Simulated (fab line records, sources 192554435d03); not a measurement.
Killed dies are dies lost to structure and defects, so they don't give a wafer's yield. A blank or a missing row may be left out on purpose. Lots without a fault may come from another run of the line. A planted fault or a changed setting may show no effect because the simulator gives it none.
Problem report in the 8D (eight disciplines) form, filled by code | flow n5_finfet | the parts of the form that need people (team, actions taken, sign-off) are left out

1. THE PROBLEM
barrier_field_endpoint_s at N5_BEOL_M6_CMP_52 reads a mean of 16.0 s on 4 wafers of 3 lots; wafers without a fault read 28.8 s with a standard deviation of 0.61. That is -21 standard deviations from the usual mean.
The step: polishes, stops on SiCOH lowk, t overpolish 6.9 s, target thk 80 nm.
First seen on wafer L388.3, day 13 06:34, on cmp-04. The record holds 33 wafers of 12 lots with a number at this step. Rule for "out", or "out of limits": more than 4 standard deviations from the usual mean. The other wafers with a number count as sound.

2. WHAT IT IS AND WHAT IT IS NOT
question                    | is                                           | is not
which readings at this step | barrier_field_endpoint_s, time_to_endpoint_s | edge_zone_pressure_frac, motor_current_A, overpolish_run_s, platen_rpm, slurry_filter_dp_kPa
which lots                  | L388, L389, L390                             | L375, L376, L379, L380, L383, L385, L386, L387, L396
which wafers of those lots  | L388.3, L388.5, L389.3, L390.5               | L389.2, L390.1
read on which tools         | cmp-04                                       | cmp-02, cmp-03
when                        | from day 13 06:34                            | up to then (24 sound wafers); but 5 sound wafers of L389, L390, L396 came after

3. SUSPECTS, AND WHAT RULES EACH OUT
Counting: a tool at a process step up to the reading stays a suspect if it ran every lot that is out. Sound lots after the first of them don't rule it out here, since some wafers of a struck lot are sound.
- cmp-04 at N5_BEOL_M6_CMP_52 (polishes, stops on SiCOH lowk, t overpolish 6.9 s, target thk 80 nm): kept. It ran every lot that is out, first L388 (day 13 06:34); its last sound lot up to then is L387 (day 12 17:09). Its own readings are out on those wafers: barrier_field_endpoint_s, time_to_endpoint_s.
Left after counting: cmp-04 at N5_BEOL_M6_CMP_52.

4. THE CAUSE (what the simulator had put in)
Process parameter drift: cmp-04, from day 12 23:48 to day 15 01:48, at N5_BEOL_M6_CMP_52. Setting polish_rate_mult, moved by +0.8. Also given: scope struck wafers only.
Counting left only this tool.

5. THE CHAIN OF EFFECTS, in route order
Each row: a reading whose mean over the struck wafers that have a number lies more than 3 standard deviations from the usual. Only readings for which the record gives a usual standard deviation are gone through. hours: the time from each lot's start at the first step in this table that gives one to its start at this step, as a median over the lots. sigmas: the change in usual standard deviations.
hours | step              | reading                  | usual  | on struck wafers | change | sigmas
0     | N5_BEOL_M6_CMP_52 | barrier_field_endpoint_s | 28.8 s | 16.0             | -12.8  | -21
0     | N5_BEOL_M6_CMP_52 | time_to_endpoint_s       | 61.6 s | 33.9             | -27.8  | -11
The process steps in it:
- N5_BEOL_M6_CMP_52: polishes, stops on SiCOH lowk, t overpolish 6.9 s, target thk 80 nm.
Later measuring or inspecting steps at which every struck wafer that the step has a row for has a number for every such reading, and none has moved that far: N5_BEOL_M6_INSPECT_58.

6. WHAT WOULD HAVE CAUGHT IT SOONER
In this record the first reading out of limits was taken at day 13 06:34, 7 hours after the fault began at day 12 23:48.
